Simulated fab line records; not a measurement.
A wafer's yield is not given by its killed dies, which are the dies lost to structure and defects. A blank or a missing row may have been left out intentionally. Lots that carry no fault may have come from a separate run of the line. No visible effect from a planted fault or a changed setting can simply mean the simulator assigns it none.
Split-lot experiment ; flow n5_finfet ; on a route of 1938 steps: 7 lots, 21 wafers read

## THE SPLIT ITSELF
At N5_MOL_CONTACT_COAG_CVD_140 (deposits W, target thk 66.5 nm, time 215 s), the setting target_thk_a was moved away from the recipe's 665 angstrom on 6 of the 21 wafers read, by -12.3% to +12.9%. For the rest of the wafers, this setting stayed at what the recipe calls for.

The split's own step is where the reading is taken.

## THE READING
W_of_MOL_CONTACT_COAG_CVD_140.thk_nm (the simulator's own value, which no gauge read), in nm, at N5_MOL_CONTACT_COAG_CVD_140 (deposits W, target thk 66.5 nm, time 215 s). The file does not state a usual value for it. Across the 15 wafers here that went through the recipe, the average is 66.8 nm and the standard deviation 0.6 nm.

wafer;tool, chamber at the split;target_thk_a as run, angstrom;against the recipe;W_of_MOL_CONTACT_COAG_CVD_140.thk_nm, nm;against lot-mates on the recipe
L076.2;cvd_w-01, 1;728.8;+9.6%;72.6;+6.0
L076.4;cvd_w-01, 1;728.8;+9.6%;73;+6.4
L076.6;cvd_w-01, 1;665;recipe;66.6;-
L081.2;cvd_w-02, 1;665;recipe;65.6;-
L081.3;cvd_w-02, 0;719.6;+8.2%;72.4;+6.2
L081.5;cvd_w-02, 1;665;recipe;66.8;-
L083.2;cvd_w-02, 1;665;recipe;66.2;-
L083.5;cvd_w-02, 1,0;751.1;+12.9%;74.8;+8.6
L083.6;cvd_w-02, 1,0;751.1;+12.9%;74.8;+8.6
L084.1;cvd_w-01, 1;665;recipe;67;-
L084.5;cvd_w-01, 1;665;recipe;67;-
L084.2;cvd_w-01, 0;665;recipe;67.6;-
L087.1;cvd_w-01, 1;665;recipe;67.2;-
L087.4;cvd_w-01, 0;583.5;-12.3%;58.6;-8.2
L087.6;cvd_w-01, 1;665;recipe;66.4;-
L096.1;cvd_w-01, 0;665;recipe;66.8;-
L096.5;cvd_w-01, 0;665;recipe;68;-
L096.6;cvd_w-01, 1;665;recipe;67.6;-
L097.2;cvd_w-01, 0;665;recipe;66.8;-
L097.4;cvd_w-01, 0;665;recipe;66.6;-
L097.6;cvd_w-01, 1;665;recipe;66.2;-
When a row names more than one chamber, that row covers several wafers, and the file does not tell which wafer ran in which chamber.

FIT RESULTS
A straight line over all 21 wafers: W_of_MOL_CONTACT_COAG_CVD_140.thk_nm changes by +0.637 nm for each +1% of target_thk_a; r = +0.99; the points scatter about the line by 0.56 nm.
The same after taking each lot's own level away (the mean of its wafers on the recipe; 21 wafers): +0.669 nm for each +1%; r = +1.00; scatter 0.39 nm.
The reading moves by 8.7 nm for the largest change in target_thk_a, on that fit.
Measured against the standard deviation above, the lots' own levels, which go from 66.20 to 67.47 nm, span 2.1 times it.
So the lot-to-lot level changes the slope little: the two slopes agree.
Check: +8.68 nm against its lot-mates is what the line predicts for one of the wafers moved furthest among these (+12.9%) when that wafer is left out of the fit. It came out at +8.6 nm against them.

## FURTHER SPLITS ON THESE WAFERS
These wafers also went through other splits before the reading. Each is held against what the fit with the lots' levels taken away leaves over:
other split on the same wafers;wafers away from the commonest value;r with W_of_MOL_CONTACT_COAG_CVD_140.thk_nm (lot level and that fit taken away)
N5_SD_ACTIVATION_LSA_01 temp_c;4;-0.09
N5_HKMG_FIN_COAT_30 spin_rpm;7;+0.02
N5_HKMG_FIN_DEVELOP_11 develop_time_s;6;-0.26
N5_MOL_CONTACT_COAG_PRECLEAN_111 time_s;5;-0.07
N5_MOL_CONTACT_COAG_SPUTTER_130 power_w;6;+0.01
N5_MOL_CONTACT_COAG_ETCH_67 source_w;7;+0.14

## FILE'S OWN FIT
W_of_MOL_CONTACT_COAG_CVD_140.thk_nm changes by +0.675 nm for each +1% of target_thk_a, r = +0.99.
